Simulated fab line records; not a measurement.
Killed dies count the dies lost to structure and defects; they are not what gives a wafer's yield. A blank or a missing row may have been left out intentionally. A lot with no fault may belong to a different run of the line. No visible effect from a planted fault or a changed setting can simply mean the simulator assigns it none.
fab line records	flow n5Finfet
[record] lots = 5	wafers = 15	lastDay = 18
route steps=1938 shown PMOS_HMC_CHANNEL_EPI@84 FIN_SAQP@90 FIN_CUT@165 BEOL_M4@1111 PASSIVATION@1936
lots that met no fault: taken from a fault-free run of the same line
startH: start of the lot's first displayed wafer, in hours after the record's first day	waitH: hours since the lot's step before	" as in the row above	L1.1+2: several wafers, shown together as one row	- value missing, or start not given	* or withheld: withheld	< > ~ a bound
route shown NAME@n: NAME is a module with steps in the file, n the number in the route of the first one	usual: average and standard deviation across the fault-free wafers	same: alike in all rows	chamber/n: place in a boat	sites: readings site by site	_std_site: standard deviation across them	_edge_site: inner sites' mean taken away from outer sites' mean	radiusMm: how far each site lies from the wafer's centre	mask NAME#n: copy n	behind: the last tool/chamber to shape the wafer	hold: reason for holding the lot/hours on hold/outcome of the hold	device: transistor that didn't switch, given as n, p or np	end of line: at the end of the route, the tests of the same wafers	where a step has no rows: the recipe by itself	killed: dies that structure and defects cost at the first sort, which is not the same as the wafer's yield	map: per-die view of a wafer (x killed, . not killed, _ where there is no die)
set.NAME: the setting the step ran with; set.NAME@STEP: the setting that earlier step ran with	model.NAME: the simulator's own value behind a step, which no gauge read
lots at selected steps of the route; one table per step, one row per wafer
services: when a tool's chamber went out of use (startH, in hours from the record's first day, below 0 if earlier), for how many hours, and the reason
[[steps]]
[step N5_PMOS_HMC_CHANNEL_EPI_PRECLEAN_37]
[recipe] chemistry = O3/DIW	timeS = 45	tempC = 22	o3Ppm = 10
[step N5_PMOS_HMC_CHANNEL_EPI_PRECLEAN_24]
[recipe] chemistry = DHF	timeS = 30	tempC = 25	dilution = withheld
[step N5_PMOS_HMC_CHANNEL_EPI_SRD_25]
[recipe] dry = ipaMarangoni	doPpb = 5	timeS = 30	tempC = 23	rinseLiquid = diw
[step N5_PMOS_HMC_CHANNEL_EPI_EPI_26]
[recipe] material = Si	targetThkA = 38	tempC = 650	precursor = SiH4/H2	pressureTorr = 20	timeS = 22.7
[step N5_FIN_SAQP_PRECLEAN_42]
[recipe] chemistry = O3/DIW	timeS = 60	tempC = 22	o3Ppm = 10
[step N5_FIN_SAQP_PRECLEAN_00]
[recipe] chemistry = SC1	timeS = 60	tempC = 55	mix = 1:2:50
[step N5_FIN_SAQP_PRECLEAN_44]
[recipe] chemistry = SC2	timeS = 45	tempC = 35	mix = 1:1:50
[step N5_FIN_SAQP_SRD_01]
[recipe] dry = ipaMarangoni	timeS = 30	tempC = 23	rinseLiquid = diw
[step N5_FIN_SAQP_ALD_61]
[recipe] material = SiO2	targetThkA = 40	tempC = 300	aldPrecursorFamily = BDEAS	aldCoReactant = O2-plasma	pulseTimeS = 1	purgeTimeS = 2	coReactantPurgeTimeS = 2	aldCycles = 43	pressureTorr = 2
[step N5_FIN_SAQP_DENSIFY_62]
[recipe] tempC = 700	timeS = 60	ambient = N2	idleTempC = 600	rampUpCPerS = 150	rampDownCPerS = 60	coolToC = 600
[step N5_FIN_SAQP_HM_DEP_03]
[recipe] material = SiNx	targetThkA = 380	tempC = 400	precursor = SiH4/NH3/N2	pressureTorr = 1.5	rfW = 300	timeS = 33.6
[usual] heaterPowerW = 790/65	showerheadPlenumPTorr = 5.16/0.064	throttleValvePct = 41.3/2.9
[same] timeS = 33.6
lot.wafer	tool	chamber	startH	waitH	heaterPowerW	showerheadPlenumPTorr	sinceWetCleanH	throttleValvePct
L236.1	pecvd-02	2	87.90	0.2	737	5.19	219	40.2
L236.4	"	0	"	"	824	5.09	-	43.5
L236.6	"	2	"	"	731	5.21	-	40.1
L239.2	pecvd-02	1	106.28	0.2	875	5.23	1716	40.4
L239.4	"	1	"	"	914	5.22	-	40.1
L239.6	"	2	"	"	772	5.22	-	40.3
L240.3	pecvd-02	0	113.61	0.1	791	5.06	999	43.8
L240.4	"	0	"	"	801	5.08	-	43.7
L240.6	"	2	"	"	804	5.20	-	40.4
L241.2	pecvd-02	0	117.63	0.2	758	5.08	1003	43.8
L241.5	"	1	"	"	782	5.23	-	40.1
L241.6	"	2	"	"	797	5.21	-	40.5
L248.2	pecvd-04	0	159.37	0.2	809	5.11	863	48.7
L248.3	"	2	"	"	859	5.03	109	36.9
L248.4	"	1	"	"	658	5.14	-	40.4
[step N5_FIN_SAQP_PECVD_47]
[recipe] material = a-Si	targetThkA = 450	tempC = 400	precursor = SiH4/He	pressureTorr = 3	rfW = 100	timeS = 36.3
[step N5_FIN_SAQP_PECVD_48]
[recipe] material = SiNx	targetThkA = 250	tempC = 400	precursor = SiH4/NH3/N2	pressureTorr = 1.5	rfW = 300	timeS = 22.1
[step N5_FIN_SAQP_PECVD_06]
[recipe] material = a-Si	targetThkA = 600	tempC = 400	precursor = SiH4/He	pressureTorr = 3	rfW = 100	timeS = 48.1
[step N5_FIN_SAQP_HM_DEP_72]
[recipe] material = SiO2	targetThkA = 120	tempC = 400	precursor = SiH4/N2O	pressureTorr = 0.75	rfW = 275	timeS = 7.2
[step N5_FIN_SAQP_COAT_49]
[recipe] resist = SOC	tempC = 250	timeS = 60	spinRpm = 1500	resistThkNm = 100
[step N5_FIN_SAQP_COAT_50]
[recipe] resist = SiARC	tempC = 220	timeS = 60	spinRpm = 1500	resistThkNm = 35
[step N5_FIN_SAQP_COAT_10]
[recipe] resist = CAR-ArF	spinRpm = 1500	resistThkNm = 90
[step N5_FIN_SAQP_EBR_12]
[recipe] solvent = PGMEA	ebrWidthMm = 1.5
[step N5_FIN_SAQP_SOFTBAKE_11]
[recipe] tempC = 110	timeS = 60	resist = CAR-ArF
[step N5_FIN_SAQP_EXPOSE_13]
[recipe] maskId = FIN_CORE	na = 1.35	sourceShape = dipole	sigmaInner = 0.538	sigmaOuter = 0.738	polarization = te	targetCdNm = 35.6	doseMj = 63.25
[step N5_FIN_SAQP_PEB_14]
[recipe] pebTempC = withheld	pebTimeS = 60	resist = CAR-ArF
[step N5_FIN_SAQP_DEVELOP_15]
[recipe] developTimeS = 30	developer = TMAH	resist = CAR-ArF	devTempC = 23	rinseLiquid = diw	dry = airSpin
[step N5_FIN_SAQP_INSPECT_18]
[recipe] mode = adi	inspectInstrument = brightfield
[usual] rawDefectCount = 411/100
lot.wafer	tool	chamber	startH	waitH	rawDefectCount
L236.1	defectInspect-01	-	88.74	0.0	335
L236.4	"	-	"	"	538
L236.6	"	-	"	"	440
L239.2	defectInspect-02	-	108.56	0.0	1113
L239.4	"	-	"	"	1123
L239.6	"	-	"	"	1115
L240.3	defectInspect-01	-	114.33	0.0	869
L240.4	"	-	"	"	930
L240.6	"	-	"	"	924
L241.2	defectInspect-02	-	118.47	0.0	994
L241.5	"	-	"	"	901
L241.6	"	-	"	"	913
L248.2	defectInspect-01	-	160.09	0.0	412
L248.3	"	-	"	"	308
L248.4	"	-	"	"	195
[step N5_FIN_SAQP_DESCUM_21]
[recipe] chemistry = O2	timeS = 7.9	sourcePowerW = 50	biasPowerW = 20	pressureMtorr = 20	rfFrequencyHz = 2.712e+07	tempC = 40	resist = CAR-ArF	o2FlowSccm = 225
[step N5_FIN_SAQP_ETCH_51]
[recipe] chemistry = CF4	target = SiARC	targetDepthA = 455	maskMaterial = CAR-ArF	timeS = 75.8	ionEnergyEv = 80	pressureMtorr = 40	sourceW = 545	biasW = 36	Ar_flow_sccm = 100	cf4FlowSccm = 100	ends = cleared
[step N5_FIN_SAQP_ETCH_52]
[recipe] chemistry = N2/H2	target = SOC	targetDepthA = 1000	overetchA = 200	maskMaterial = SiARC	tempC = 40	timeS = 150	ionEnergyEv = 200	pressureMtorr = 30	sourceW = 840	biasW = 150	n2FlowSccm = 200	h2FlowSccm = 200	ends = endPoint
[step N5_FIN_SAQP_STRIP_53]
[recipe] chemistry = N2/H2	tempC = 40	n2FlowSccm = 200	h2FlowSccm = 200	rfFrequencyHz = 6e+07
[step N5_FIN_SAQP_HM_OPEN_73]
[recipe] chemistry = CHF3/O2	target = SiO2	stopOn = a-Si	targetDepthA = 120	overEtchFrac = 1.8	maskMaterial = SOC	timeS = 16.8	pressureMtorr = 30	sourceW = 650	biasW = 170	Ar_flow_sccm = 200	CHF3_flow_sccm = 50	O2_flow_sccm = 5	ionEnergyEv = 200	ends = endPoint
[step N5_FIN_SAQP_STRIP_74]
[recipe] chemistry = CHF3/O2	resist = SiARC	rfFrequencyHz = 6e+07
[step N5_FIN_SAQP_MANDREL_ETCH_22]
[recipe] targetDepthA = 600	chemistry = HBr/Cl2	target = a-Si	stopOn = SiNx	btTimeS = 10	overEtchFrac = 0.5	timeS = 30	pressureMtorr = 10	icpW = 800	biasW = 75	HBr_flow_sccm = 150	Cl2_flow_sccm = 80	ends = endPoint
[step N5_FIN_SAQP_STRIP_55]
[recipe] chemistry = N2/H2	powerW = 500	tempC = 40	pressureMtorr = 50	rfFrequencyHz = 6e+07	overashFraction = 0.3	biasPowerW = 28	h2Frac = 0.5	n2FlowSccm = 300	h2FlowSccm = 300
[step N5_FIN_SAQP_STRIP_23]
[recipe] chemistry = SPM	timeS = 750	tempC = 130	h2so4H2o2VolRatio = 4
[step N5_FIN_SAQP_SRD_66]
[recipe] dry = ipaMarangoni	timeS = 30	tempC = 23	rinseLiquid = diw
[step N5_FIN_SAQP_RECESS_75]
[recipe] chemistry = HF/NH3	target = SiO2	targetDepthA = 144	afsCycles = 3	tempC = 30	sublimationTempC = 180	sublimationTimeS = 60
[step N5_FIN_SAQP_SPACER1_ALD_24]
[recipe] material = SiO2	targetThkA = 203	tempC = 300	aldPrecursorFamily = BDEAS	aldCoReactant = O2-plasma	pulseTimeS = 1	purgeTimeS = 2	coReactantPurgeTimeS = 2	aldCycles = 218	pressureTorr = 2
[step N5_FIN_SAQP_INSPECT_40]
[recipe] inspectInstrument = brightfield	mode = aei
[usual] rawDefectCount = 215/62
lot.wafer	tool	chamber	startH	waitH	rawDefectCount
L236.1	defectInspect-02	-	94.72	0.0	250
L236.4	"	-	"	"	260
L236.6	"	-	"	"	225
L239.2	defectInspect-01	-	114.60	0.0	748
L239.4	"	-	"	"	718
L239.6	"	-	"	"	676
L240.3	defectInspect-01	-	119.95	0.0	705
L240.4	"	-	"	"	778
L240.6	"	-	"	"	780
L241.2	defectInspect-01	-	125.64	0.0	882
L241.5	"	-	"	"	762
L241.6	"	-	"	"	737
L248.2	defectInspect-02	-	164.82	0.0	215
L248.3	"	-	"	"	209
L248.4	"	-	"	"	162
[step N5_FIN_CUT_INSPECT_10]
[recipe] mode = adi	inspectInstrument = brightfield
[usual] rawDefectCount = 39/11
lot.wafer	tool	chamber	startH	waitH	rawDefectCount
L236.1	defectInspect-01	-	95.11	0.1	40
L236.4	"	-	"	"	43
L236.6	"	-	"	"	32
L239.2	defectInspect-02	-	114.99	0.0	598
L239.4	"	-	"	"	618
L239.6	"	-	"	"	573
L240.3	defectInspect-02	-	120.34	0.0	572
L240.4	"	-	"	"	613
L240.6	"	-	"	"	629
L241.2	defectInspect-01	-	126.03	0.0	651
L241.5	"	-	"	"	599
L241.6	"	-	"	"	561
L248.2	defectInspect-01	-	165.21	0.0	41
L248.3	"	-	"	"	39
L248.4	"	-	"	"	41
[step N5_FIN_CUT_INSPECT_17]
[recipe] inspectInstrument = brightfield	mode = aei
[usual] rawDefectCount = 217/60
lot.wafer	tool	chamber	startH	waitH	rawDefectCount
L236.1	defectInspect-01	-	96.10	0.0	239
L236.4	"	-	"	"	244
L236.6	"	-	"	"	205
L239.2	defectInspect-01	-	116.00	0.0	755
L239.4	"	-	"	"	709
L239.6	"	-	"	"	679
L240.3	defectInspect-01	-	121.84	0.0	690
L240.4	"	-	"	"	797
L240.6	"	-	"	"	793
L241.2	defectInspect-02	-	127.51	0.0	914
L241.5	"	-	"	"	782
L241.6	"	-	"	"	741
L248.2	defectInspect-02	-	166.16	0.0	219
L248.3	"	-	"	"	201
L248.4	"	-	"	"	164
[step N5_BEOL_M4_RC_MEAS_101]
[usual] DIBL_N = 36.2/1.6	DIBL_P = 36.1/2	IOFF_N = 0.16/0.032	IOFF_P = 0.22/0.036	ION_N = 672/11	ION_P = 463/7.5	SS_N = 71.4/0.58	SS_P = 73.2/0.67	VT_N = 250/3.3	VT_P = -250/3.3
lot.wafer	tool	chamber	startH	waitH	DIBL_N[mV/V]	DIBL_P[mV/V]	IOFF_N[nA/um]	IOFF_P[nA/um]	ION_N[uA/um]	ION_P[uA/um]	SS_N[mV/dec]	SS_P[mV/dec]	VT_N[mV]	VT_P[mV]
L236.1	prober-01	0	237.90	0.0	36.6	37.0	0.17	0.26	681	470	71.9	73.4	249	-245
L236.4	"	0	"	"	37.8	38.8	0.20	0.30	680	472	71.7	73.8	244	-244
L236.6	"	0	"	"	37.1	37.5	0.19	0.28	683	477	72.1	72.7	246	-242
L240.3	prober-02	0	270.54	0.3	38.1	39.2	0.21	0.26	676	460	71.8	74.0	244	-247
L240.4	"	0	"	"	38.1	38.5	0.19	0.26	684	460	72.0	73.7	248	-246
L240.6	"	0	"	"	38.0	38.3	0.22	0.26	690	469	71.6	74.0	242	-244
L241.2	prober-02	0	276.62	0.2	35.3	34.4	0.14	0.20	664	457	71.7	73.3	253	-251
L241.5	"	0	"	"	34.2	34.1	0.13	0.19	665	459	70.5	73.0	256	-251
L241.6	"	0	"	"	32.5	30.8	0.11	0.15	664	451	70.6	71.6	254	-253
L239.2	prober-01	0	278.87	0.2	35.7	36.7	0.15	0.19	663	456	71.6	73.6	251	-251
L239.4	"	0	"	"	35.7	36.7	0.16	0.18	675	458	72.0	73.6	247	-253
L239.6	"	0	"	"	33.9	34.9	0.13	0.16	666	456	70.8	72.7	251	-254
L248.2	prober-02	0	340.00	0.2	36.9	38.3	0.17	0.23	675	469	71.6	73.0	249	-251
L248.3	"	0	"	"	34.1	34.9	0.12	0.19	668	464	71.0	72.4	254	-252
L248.4	"	0	"	"	34.5	35.5	0.14	0.19	671	463	71.1	72.4	250	-250
[step N5_PASSIVATION_PROBE_49]
[usual] defectLimitedYield = 91.4/1.3	killed_at_M0_to_M3 = 34/10	killed_at_M4_up = 14/5.6	killedAtContacts = 13/5.9	killedAtFrontEnd = 37/9.9	killedAtOther = 3.5/2.8	killedDies = 101/15	killedOpen = 67/12	killedShort = 32/6.6	sort_bin_5_function = 5.0/0.81	sort_bin_6_memory = 3.2/0.66	sortNPass = 1079/15	sortYieldPct = 91.4/1.3
[same] grossDies = 1180	killedAtBackSide = 0	sort_bin_4_leakage[%] = 0	sort_bin_8_speed[%] = 0
lot.wafer	tool	chamber	startH	waitH	defectLimitedYield[%]	killed_at_M0_to_M3	killed_at_M4_up	killedAtContacts	killedAtFrontEnd	killedAtOther	killedDies	killedOpen	killedShort	sort_bin_5_function[%]	sort_bin_6_memory[%]	sortNPass	sortYieldPct[%]
L240.3	prober-01	-	372.03	0.1	83.9	40	14	16	114	6	190	64	43	9.6	4.7	990	83.9
L240.4	prober-01	-	372.08	0.2	85.1	21	9	15	131	0	176	66	29	9.2	3.8	1004	85.1
L240.6	prober-01	-	372.18	0.3	86.2	39	4	6	113	1	163	57	36	8.6	3.1	1017	86.2
L241.2	prober-01	-	376.62	0.1	85.3	34	8	13	116	3	174	54	39	8.4	3.1	1006	85.3
L241.5	prober-01	-	376.77	0.2	83.2	17	12	6	160	3	198	44	28	10.0	4.2	982	83.2
L241.6	prober-01	-	376.82	0.3	86.3	31	6	15	105	5	162	63	29	8.1	4.2	1018	86.3
L239.2	prober-02	-	396.61	0.1	82.5	24	14	12	148	9	207	59	28	11.9	3.3	973	82.5
L239.4	prober-02	-	396.71	0.2	79.9	37	13	9	177	1	237	76	30	12.6	4.7	943	79.9
L239.6	prober-02	-	396.81	0.3	85.7	43	11	20	94	1	169	78	24	8.4	4.2	1011	85.7
// killed by level:class
L240.3 FIN_SAQP:unspecified=81 MOL_CONTACT_COAG:geometricParticle:open=14 BEOL_M0_SAQP:geometricParticle:short=11 BEOL_M0_SAQP:geometricParticle:open=8 BEOL_M3:geometricParticle:open=8 ILD0:geometricParticle:short=7 STI_FIN_REVEAL:geometricParticle:open=6 FIN_SAQP:geometricParticle:short=5
L240.4 FIN_SAQP:unspecified=81 STI_FIN_REVEAL:geometricParticle:open=12 MOL_CONTACT_COAG:geometricParticle:open=12 FIN_SAQP:geometricParticle:open=11 GATE_CUT:geometricParticle:open=5 BEOL_M1:geometricParticle:open=5 DUMMY_GATE:geometricParticle:open=4 ILD0:geometricParticle:short=4
L240.6 FIN_SAQP:unspecified=70 BEOL_M0_SAQP:geometricParticle:short=12 STI_FIN_REVEAL:geometricParticle:open=12 FIN_SAQP:geometricParticle:short=8 BEOL_M3:geometricParticle:open=7 BEOL_M0_SAQP:geometricParticle:open=7 FIN_SAQP:geometricParticle:open=4 GATE_CUT:geometricParticle:short=4
L241.2 FIN_SAQP:unspecified=81 BEOL_M0_SAQP:geometricParticle:short=11 MOL_CONTACT_COAG:geometricParticle:open=10 FIN_SAQP:geometricParticle:short=8 GATE_CUT:geometricParticle:short=6 BEOL_M2:geometricParticle:open=6 BEOL_M1:geometricParticle:open=5 FIN_SAQP:geometricParticle:open=4
L241.5 FIN_SAQP:unspecified=126 GATE_CUT:geometricParticle:short=10 BEOL_M2:geometricParticle:open=7 GATE_CUT:geometricParticle:open=6 MOL_CONTACT_COAG:geometricParticle:open=5 FIN_SAQP:geometricParticle:open=4 BEOL_M7:geometricParticle:open=4 FIN_SAQP:geometricParticle:short=3
L241.6 FIN_SAQP:unspecified=70 MOL_CONTACT_COAG:geometricParticle:open=13 BEOL_M2:geometricParticle:open=13 FIN_SAQP:geometricParticle:open=7 BEOL_M0_SAQP:geometricParticle:open=6 STI_FIN_REVEAL:geometricParticle:open=5 GATE_CUT:geometricParticle:short=5 GATE_CUT:geometricParticle:open=3
L239.2 FIN_SAQP:unspecified=119 STI_FIN_REVEAL:geometricParticle:open=14 MOL_CONTACT_COAG:geometricParticle:open=11 BEOL_M3:geometricParticle:open=5 BEOL_M2:geometricParticle:open=5 PASS1_CAP:geometricParticle:short=5 DUMMY_GATE:geometricParticle:open=3 BEOL_M0_SAQP:geometricParticle:open=3
L239.4 FIN_SAQP:unspecified=130 STI_FIN_REVEAL:geometricParticle:open=15 BEOL_M0_SAQP:geometricParticle:open=9 BEOL_M2:geometricParticle:open=9 MOL_CONTACT_COAG:geometricParticle:open=7 BEOL_M1:geometricParticle:open=7 GATE_CUT:geometricParticle:short=5 BEOL_M0_SAQP:geometricParticle:short=5
L239.6 FIN_SAQP:unspecified=63 MOL_CONTACT_COAG:geometricParticle:open=14 BEOL_M1:geometricParticle:open=14 BEOL_M4:geometricParticle:open=8 BEOL_M0_SAQP:geometricParticle:open=8 STI_FIN_REVEAL:geometricParticle:open=6 MOL_CONTACT_COAG:geometricParticle:short=6 BEOL_M2:geometricParticle:open=6
// map L239.4 (x killed, . not)
_________________x..x....x...________________
______________....xx.......x...._____________
___________x...xxxxxxx.xx..........__________
__________...xxxxxxxxxxx.......x...._________
________......xxxxxxxxxxx.......x.xx.._______
_______..x....xxxxxxxxxxxx.............______
______.....xx.xxxxxxxxxxxx.x............_____
_____......xxxxxxxxxxxxxx................____
____x....x..xxxxxxxxxxxxxxx.....x..x....xx___
___........xxxxxxxxxxxxxxxx.x..x.x.x.x.....__
___.......x.x.xxxxxxxxxx..............x.x..__
__...........xxxxx.xxx.x.....x....x........._
__........x..x.x.xx..................x..x..._
_...........x....x.x.....................x...
_...............xx.x.xx.x.......x............
_.........................x..x......x.x.x....
_..............................x.x.....x.....
_........x.............................x.....
_...................x.............xx..x......
_..............x....x.........x.x............
_.......x.....x..x.....x.......x.x......x...x
__...............x.......x......x..........._
__...x.....................................x_
___.x...x.....xx....x....x....xx.x.........__
___......x.....x...........................__
____..x...........x............x..........___
_____x....x.......x.....x...x............____
______..............x.x.x.....x........._____
_______...x.....................x..x...______
________..x..................x..x....._______
__________.............x..x.......x._________
___________....x..x.x..............__________
______________x...............x._____________
_________________............________________
// map L240.3 (x killed, . not)
_________________............________________
______________x...x..x.........._____________
___________..........xx..x.........__________
__________........x..x.............._________
________.x............x..............._______
_______...............x..............x.______
______.......x...x.....................x_____
_____.x.........x................x.......____
____.......xx.x..........x................___
___.......................x....x..........x__
___......xx..........x.....................__
__........x..x............x.......xx........_
__...x..............x......................._
_xxxxxx..xx......x.x..x...x......xx..........
_xxxxxxxxxx..........................x.......
_xxxxxxx.x.....x..............x.x............
_xxxxxxxxx..........x.............x.....x....
_xxxxxxx.........x...........x.x.xx..........
_xxxxxxxxxx.xx.................x.........x...
_xxxxxxxx.......................x...x........
_xxxxxxxxx.......xx..............x........x..
__xxx.xx.............x.................x.x.._
__xxxxx.....x..........x.........x......x..._
___xxx.x.....x.x............xx............x__
___.....x..xx.x...............xx...........__
____..x.x...x......x.........x.x.........x___
_____x......x.........x..................____
______.......x.x........................_____
_______.........xx........x..x....x....______
________......x......................._______
__________...x...............x......_________
___________......x.x.......x.......__________
______________x.........x......._____________
_________________......x.....________________
[[services]]
tool	chamber	startH	hours	kind
pecvd-04	2	70.36	2.1	scheduledDown
pecvd-04	1	107.70	5.5	scheduledDown
pecvd-04	-	116.67	4.2	repair
[[key]]
[firstSign] step = N5_FIN_SAQP_INSPECT_18	reading = rawDefectCount	direction = up	sigmas = 5.5	usual = 411	struck = 987
[effect] step = N5_FIN_SAQP_INSPECT_40	reading = rawDefectCount	direction = up	sigmas = 8.7	usual = 215	struck = 754
[effect] step = N5_FIN_CUT_INSPECT_10	reading = rawDefectCount	direction = up	sigmas = 53	usual = 39	struck = 602
[effect] step = N5_FIN_CUT_INSPECT_17	reading = rawDefectCount	direction = up	sigmas = 9.1	usual = 217	struck = 762
[effect] step = N5_PASSIVATION_PROBE_49	reading = killedAtFrontEnd	direction = up	sigmas = 9.2	usual = 37	struck = 129
[moreKillsBornAt] N5_FIN_SAQP_HM_DEP_03@pecvd-02 = 821
metAt N5_FIN_SAQP_HM_DEP_03
struckWafers L239.2,L239.4,L239.6,L240.3,L240.4,L240.6,L241.2,L241.5,L241.6
onsetBetween 87.90 106.28
[fault] kind = chamberParticleSource	tool = pecvd-02	chamber = -	onsetH = 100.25	steps = N5_FIN_SAQP_HM_DEP_03	ratePerVisitCm2 = 0.90131	endH = 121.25
